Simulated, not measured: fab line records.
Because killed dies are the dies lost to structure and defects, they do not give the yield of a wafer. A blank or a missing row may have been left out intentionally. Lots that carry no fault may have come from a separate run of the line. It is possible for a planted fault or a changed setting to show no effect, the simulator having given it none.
Matching of chambers || flow n5 finfet || N5_BEOL_M12_TRENCH_ETCH_34 on rie diel-06: 4 sister chambers
The step etches SiOC in C4F8/O2/Ar, target depth 318.95 nm, time 125.5 s. 4 wafers are shown with their chamber, then 9 later ones without.

WAFERS, EACH WITH ITS CHAMBER
{"wafer": "L085.3", "chamber": 1, "drypump motor current A (A)": 5.8}
{"wafer": "L086.1", "chamber": 2, "drypump motor current A (A)": 5.0}
{"wafer": "L086.3", "chamber": 3, "drypump motor current A (A)": 6.4}
{"wafer": "L086.6", "chamber": 0, "drypump motor current A (A)": 6.4}

WAFERS WHOSE CHAMBER IS MISSING
{"wafer": "L093.3", "drypump motor current A (A)": 4.9}
{"wafer": "L093.5", "drypump motor current A (A)": 4.9}
{"wafer": "L093.6", "drypump motor current A (A)": 6.4}
{"wafer": "L095.2", "drypump motor current A (A)": 6.4}
{"wafer": "L095.5", "drypump motor current A (A)": 6.4}
{"wafer": "L095.6", "drypump motor current A (A)": 6.4}
{"wafer": "L097.2", "drypump motor current A (A)": 6.4}
{"wafer": "L097.3", "drypump motor current A (A)": 5.8}
{"wafer": "L097.6", "drypump motor current A (A)": 5.8}

EACH ONE'S CHAMBER
{"wafer": "L093.3", "from the rows above": 2, "in truth": 2}
{"wafer": "L093.5", "from the rows above": 2, "in truth": 2}
{"wafer": "L093.6", "from the rows above": "can't be placed: 0 or 3", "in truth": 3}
{"wafer": "L095.2", "from the rows above": "can't be placed: 0 or 3", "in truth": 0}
{"wafer": "L095.5", "from the rows above": "can't be placed: 0 or 3", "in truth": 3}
{"wafer": "L095.6", "from the rows above": "can't be placed: 0 or 3", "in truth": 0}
{"wafer": "L097.2", "from the rows above": "can't be placed: 0 or 3", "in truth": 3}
{"wafer": "L097.3", "from the rows above": 1, "in truth": 1}
{"wafer": "L097.6", "from the rows above": 1, "in truth": 1}
Correct placement for 4 of the 9. Cannot be placed on the basis of these rows: 5; the candidates contain the true chamber in 5. Placed wrongly: 0.
How it was worked out, from the rows above alone: a wafer's distance from a chamber is the root of the sum, over the readings, of the square of ((its reading less the chamber's mean) divided by the reading's scatter). If the next closest chamber is less than 2 further off than the closest, the wafer can't be placed; otherwise it belongs to the closest. The mean given for a chamber averages the wafers shown for that chamber. The scatter: root of mean squared gap, hidden wafer to nearest shown wafer, with one shown wafer a chamber.
